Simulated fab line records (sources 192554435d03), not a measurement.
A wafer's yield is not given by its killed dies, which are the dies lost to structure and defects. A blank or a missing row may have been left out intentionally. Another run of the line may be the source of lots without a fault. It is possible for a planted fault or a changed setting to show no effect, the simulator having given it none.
Which tool did it? / flow n5 finfet / 27 wafers from 9 lots sampled at 4 of the route's 1938 steps

== WHAT EACH GAUGE READ, for each wafer ==
N5_BEOL_M4_RC_MEAS_101.
lot=L731; measured=day 8 07:23; on=prober-01; DIBL_N (mV/V)=37.0 35.9 36.4; DIBL_P (mV/V)=37.9 36.4 36.4; IOFF_N (nA/um)=0.16 0.14 0.14; IOFF_P (nA/um)=0.23 0.22 0.21; ION_N (uA/um)=674 669 675; ION_P (uA/um)=464 461 471; SS_N (mV/dec)=71.5 71.1 71.3; SS_P (mV/dec)=73.7 73.5 73.1; VT_N (mV)=249 251 251; VT_P (mV)=-251 -250 -250
lot=L733; measured=day 8 14:43; on=prober-01; DIBL_N (mV/V)=36.4 38.2 37.6; DIBL_P (mV/V)=35.8 38.6 37.2; IOFF_N (nA/um)=0.15 0.19 0.16; IOFF_P (nA/um)=0.22 0.26 0.24; ION_N (uA/um)=672 682 671; ION_P (uA/um)=463 470 466; SS_N (mV/dec)=72.0 71.9 72.3; SS_P (mV/dec)=72.9 74.6 74.0; VT_N (mV)=249 245 250; VT_P (mV)=-248 -246 -245
lot=L734; measured=day 8 14:51; on=prober-02; DIBL_N (mV/V)=37.3 33.8 35.5; DIBL_P (mV/V)=37.5 33.5 36.1; IOFF_N (nA/um)=0.18 0.12 0.15; IOFF_P (nA/um)=0.23 0.17 0.21; ION_N (uA/um)=680 677 683; ION_P (uA/um)=470 471 476; SS_N (mV/dec)=71.2 70.7 72.1; SS_P (mV/dec)=72.8 71.7 72.8; VT_N (mV)=247 255 250; VT_P (mV)=-250 -253 -250
lot=L739; measured=day 10 07:21; on=prober-01; DIBL_N (mV/V)=34.9 35.6 33.3; DIBL_P (mV/V)=35.2 36.8 33.1; IOFF_N (nA/um)=0.15 0.16 0.12; IOFF_P (nA/um)=0.22 0.23 0.19; ION_N (uA/um)=679 675 690; ION_P (uA/um)=467 467 479; SS_N (mV/dec)=71.0 71.6 70.1; SS_P (mV/dec)=73.7 74.1 72.8; VT_N (mV)=249 249 254; VT_P (mV)=-250 -248 -249
lot=L738; measured=day 10 07:46; on=prober-02; DIBL_N (mV/V)=34.4 36.1 36.9; DIBL_P (mV/V)=34.8 37.7 38.2; IOFF_N (nA/um)=0.11 0.14 0.15; IOFF_P (nA/um)=0.16 0.21 0.20; ION_N (uA/um)=662 653 662; ION_P (uA/um)=448 460 450; SS_N (mV/dec)=70.0 70.6 71.1; SS_P (mV/dec)=72.8 73.9 73.8; VT_N (mV)=253 253 251; VT_P (mV)=-257 -251 -253
lot=L740; measured=day 10 09:15; on=prober-01; DIBL_N (mV/V)=35.8 35.6 34.2; DIBL_P (mV/V)=36.3 34.7 33.9; IOFF_N (nA/um)=0.16 0.15 0.13; IOFF_P (nA/um)=0.20 0.17 0.17; ION_N (uA/um)=684 666 657; ION_P (uA/um)=464 450 448; SS_N (mV/dec)=71.3 71.1 71.1; SS_P (mV/dec)=72.9 72.7 72.1; VT_N (mV)=249 249 251; VT_P (mV)=-251 -253 -253
lot=L741; measured=day 10 15:11; on=prober-02; DIBL_N (mV/V)=37.2 37.7 35.5; DIBL_P (mV/V)=37.8 39.0 36.4; IOFF_N (nA/um)=0.19 0.19 0.16; IOFF_P (nA/um)=0.25 0.27 0.23; ION_N (uA/um)=685 675 683; ION_P (uA/um)=472 466 475; SS_N (mV/dec)=72.0 72.6 71.1; SS_P (mV/dec)=72.9 73.8 73.1; VT_N (mV)=246 246 249; VT_P (mV)=-244 -247 -248
lot=L749; measured=day 13 00:05; on=prober-02; DIBL_N (mV/V)=33.4 35.3 34.3; DIBL_P (mV/V)=33.1 34.8 33.9; IOFF_N (nA/um)=0.13 0.16 0.14; IOFF_P (nA/um)=0.17 0.19 0.18; ION_N (uA/um)=682 677 672; ION_P (uA/um)=465 462 459; SS_N (mV/dec)=71.4 71.3 71.9; SS_P (mV/dec)=72.7 73.6 73.2; VT_N (mV)=251 247 250; VT_P (mV)=-254 -251 -252
lot=L752; measured=day 13 10:06; on=prober-01; DIBL_N (mV/V)=33.2 36.3 36.8; DIBL_P (mV/V)=33.6 37.7 38.6; IOFF_N (nA/um)=0.12 0.18 0.19; IOFF_P (nA/um)=0.16 0.21 0.22; ION_N (uA/um)=669 678 677; ION_P (uA/um)=452 461 458; SS_N (mV/dec)=71.2 71.9 72.1; SS_P (mV/dec)=72.4 74.4 74.3; VT_N (mV)=252 248 246; VT_P (mV)=-256 -250 -253

N5_BEOL_M9_CD_MEAS_35: target cd 70 nm, target cd y 40 nm.
lot=L731; measured=day 9 23:56; on=cd sem-03; cd nm (nm)=71.1 70.4 70.1
lot=L733; measured=day 10 09:15; on=cd sem-01; cd nm (nm)=69.8 70.3 70.7
lot=L734; measured=day 10 07:08; on=cd sem-02; cd nm (nm)=70.7 69.6 71.0
lot=L739; measured=day 11 23:40; on=cd sem-01; cd nm (nm)=69.6 69.2 69.7
lot=L738; measured=day 12 01:59; on=cd sem-02; cd nm (nm)=70.7 70.7 69.6
lot=L740; measured=day 12 05:55; on=cd sem-02; cd nm (nm)=70.7 70.1 71.2
lot=L741; measured=day 12 12:53; on=cd sem-03; cd nm (nm)=68.9 70.5 70.2
lot=L749; measured=day 14 18:06; on=cd sem-03; cd nm (nm)=70.5 68.8 71.1
lot=L752; measured=day 15 11:08; on=cd sem-03; cd nm (nm)=70.4 71.0 70.2

== TOOL THAT RAN EACH LOT (tool first, then ch and the chambers of the sampled wafers, then the start) ==
lot=L731; N5_BEOL_M9_TRENCH_ETCH_37=rie diel-05 ch 0,2,3, day 9 23:56 or earlier; N5_BEOL_M9_ETCH_41=rie diel-05 ch 0,2,3, day 9 23:56 or earlier
lot=L733; N5_BEOL_M9_TRENCH_ETCH_37=rie diel-05 ch 0,1,2, day 10 09:15 or earlier; N5_BEOL_M9_ETCH_41=rie diel-05 ch 0,1,2, day 10 09:15 or earlier
lot=L734; N5_BEOL_M9_TRENCH_ETCH_37=rie diel-05 ch 1,2,3, day 10 07:08 or earlier; N5_BEOL_M9_ETCH_41=rie diel-05 ch 1,2,3, day 10 07:08 or earlier
lot=L739; N5_BEOL_M9_TRENCH_ETCH_37=rie diel-02 ch 0,3, day 11 23:40 or earlier; N5_BEOL_M9_ETCH_41=rie diel-02 ch 0,3, day 11 23:40 or earlier
lot=L738; N5_BEOL_M9_TRENCH_ETCH_37=rie diel-02 ch 1,2,3, day 12 01:59 or earlier; N5_BEOL_M9_ETCH_41=rie diel-02 ch 1,2,3, day 12 01:59 or earlier
lot=L740; N5_BEOL_M9_TRENCH_ETCH_37=rie diel-04 ch 0,1, day 12 05:55 or earlier; N5_BEOL_M9_ETCH_41=rie diel-04 ch 0,1, day 12 05:55 or earlier
lot=L741; N5_BEOL_M9_TRENCH_ETCH_37=rie diel-02 ch 0,1,2, day 12 12:53 or earlier; N5_BEOL_M9_ETCH_41=rie diel-02 ch 0,1,2, day 12 12:53 or earlier
lot=L749; N5_BEOL_M9_TRENCH_ETCH_37=rie diel-04 ch 1,2,3, day 14 18:06 or earlier; N5_BEOL_M9_ETCH_41=rie diel-04 ch 1,2,3, day 14 18:06 or earlier
lot=L752; N5_BEOL_M9_TRENCH_ETCH_37=rie diel-05 ch 0,1, day 15 11:08 or earlier; N5_BEOL_M9_ETCH_41=rie diel-05 ch 0,1, day 15 11:08 or earlier
- N5_BEOL_M9_TRENCH_ETCH_37: etches SiCOH lowk in C4F6/O2, target depth 151.43 nm, time 49 s.
- N5_BEOL_M9_ETCH_41: etches SiCN in CH3F/O2, target depth 36.6 nm, time 70.1 s.

== AS READ BY THE TOOLS THEMSELVES (means over the sampled wafers that have a number; for cases with no such wafer, the mark the record gives instead) ==
N5_BEOL_M9_TRENCH_ETCH_37.
lot=L731; tool=rie diel-05; drypump motor current A (A)=5.8; oes_ar_750_au (a.u.)=0.77; oes product au (a.u.)=0.77; rf vpp V (V)=659; showerhead plenum p Torr (Torr)=2.86; throttle valve pct (%)=20.91
lot=L733; tool=rie diel-05; drypump motor current A (A)=5.9; oes_ar_750_au (a.u.)=0.74; oes product au (a.u.)=0.73; rf vpp V (V)=654; showerhead plenum p Torr (Torr)=2.91; throttle valve pct (%)=20.91
lot=L734; tool=rie diel-05; drypump motor current A (A)=5.9; oes_ar_750_au (a.u.)=0.73; oes product au (a.u.)=0.71; rf vpp V (V)=651; showerhead plenum p Torr (Torr)=2.88; throttle valve pct (%)=20.89
lot=L739; tool=rie diel-02; drypump motor current A (A)=5.8; oes_ar_750_au (a.u.)=0.70; oes product au (a.u.)=0.70; rf vpp V (V)=669; showerhead plenum p Torr (Torr)=2.81; throttle valve pct (%)=21.04
lot=L738; tool=rie diel-02; drypump motor current A (A)=6.1; oes_ar_750_au (a.u.)=0.72; oes product au (a.u.)=0.71; rf vpp V (V)=663; showerhead plenum p Torr (Torr)=2.83; throttle valve pct (%)=21.06
lot=L740; tool=rie diel-04; drypump motor current A (A)=5.2; oes_ar_750_au (a.u.)=0.78; oes product au (a.u.)=0.79; rf vpp V (V)=674; showerhead plenum p Torr (Torr)=2.84; throttle valve pct (%)=21.06
lot=L741; tool=rie diel-02; drypump motor current A (A)=6.0; oes_ar_750_au (a.u.)=0.72; oes product au (a.u.)=0.73; rf vpp V (V)=670; showerhead plenum p Torr (Torr)=2.82; throttle valve pct (%)=21.16
lot=L749; tool=rie diel-04; drypump motor current A (A)=5.6; oes_ar_750_au (a.u.)=0.81; oes product au (a.u.)=0.81; rf vpp V (V)=671; showerhead plenum p Torr (Torr)=2.85; throttle valve pct (%)=20.94
lot=L752; tool=rie diel-05; drypump motor current A (A)=6.2; oes_ar_750_au (a.u.)=0.86; oes product au (a.u.)=0.86; rf vpp V (V)=653; showerhead plenum p Torr (Torr)=2.89; throttle valve pct (%)=20.69

N5_BEOL_M9_ETCH_41.
lot=L731; tool=rie diel-05; drypump motor current A (A)=5.8; oes product au (a.u.)=0.77; rf vpp V (V)=297.8; showerhead plenum p Torr (Torr)=2.01; throttle valve pct (%)=16.32
lot=L733; tool=rie diel-05; drypump motor current A (A)=5.9; oes product au (a.u.)=0.73; rf vpp V (V)=298.1; showerhead plenum p Torr (Torr)=2.05; throttle valve pct (%)=16.34
lot=L734; tool=rie diel-05; drypump motor current A (A)=5.9; oes product au (a.u.)=0.71; rf vpp V (V)=297.9; showerhead plenum p Torr (Torr)=2.02; throttle valve pct (%)=16.32
lot=L739; tool=rie diel-02; drypump motor current A (A)=5.8; oes product au (a.u.)=0.71; rf vpp V (V)=297.2; showerhead plenum p Torr (Torr)=1.97; throttle valve pct (%)=16.49
lot=L738; tool=rie diel-02; drypump motor current A (A)=6.0; oes product au (a.u.)=0.71; rf vpp V (V)=297.8; showerhead plenum p Torr (Torr)=1.99; throttle valve pct (%)=16.48
lot=L740; tool=rie diel-04; drypump motor current A (A)=5.2; oes product au (a.u.)=0.80; rf vpp V (V)=296.4; showerhead plenum p Torr (Torr)=1.99; throttle valve pct (%)=16.42
lot=L741; tool=rie diel-02; drypump motor current A (A)=6.0; oes product au (a.u.)=0.72; rf vpp V (V)=296.9; showerhead plenum p Torr (Torr)=1.98; throttle valve pct (%)=16.58
lot=L749; tool=rie diel-04; drypump motor current A (A)=5.5; oes product au (a.u.)=0.81; rf vpp V (V)=297.0; showerhead plenum p Torr (Torr)=2.00; throttle valve pct (%)=16.30
lot=L752; tool=rie diel-05; drypump motor current A (A)=6.2; oes product au (a.u.)=0.86; rf vpp V (V)=297.5; showerhead plenum p Torr (Torr)=2.03; throttle valve pct (%)=16.08

== THE ANSWER, worked out from the rows above alone ==
Rule: usual is defined by the lots themselves. Put in order of their means at a reading, lots are off if they are a third of the lots or fewer, leave a main group of 4 or more, and stand apart from it by a gap of 3 or more times the standard deviation of the main group's means; of several such gaps the widest counts. Not used: any main group whose means are identical at the precision the tables above print for the reading. Also off: a lot with no number at a reading for which 4 or more lots have one. Where the step has rows for the other lots, those lots are counted as sound. After the gauges, taken in route order, come the tools' own readings; for these a lot's mean is taken, as printed above. The first step at which some lot is off is used, and at that step the reading that is off furthest; a lot without a number counts as furthest.
Across all readings shown, no lot is off: no conclusion can be drawn from this.

== WHAT THE SIMULATOR HAD INSERTED ==
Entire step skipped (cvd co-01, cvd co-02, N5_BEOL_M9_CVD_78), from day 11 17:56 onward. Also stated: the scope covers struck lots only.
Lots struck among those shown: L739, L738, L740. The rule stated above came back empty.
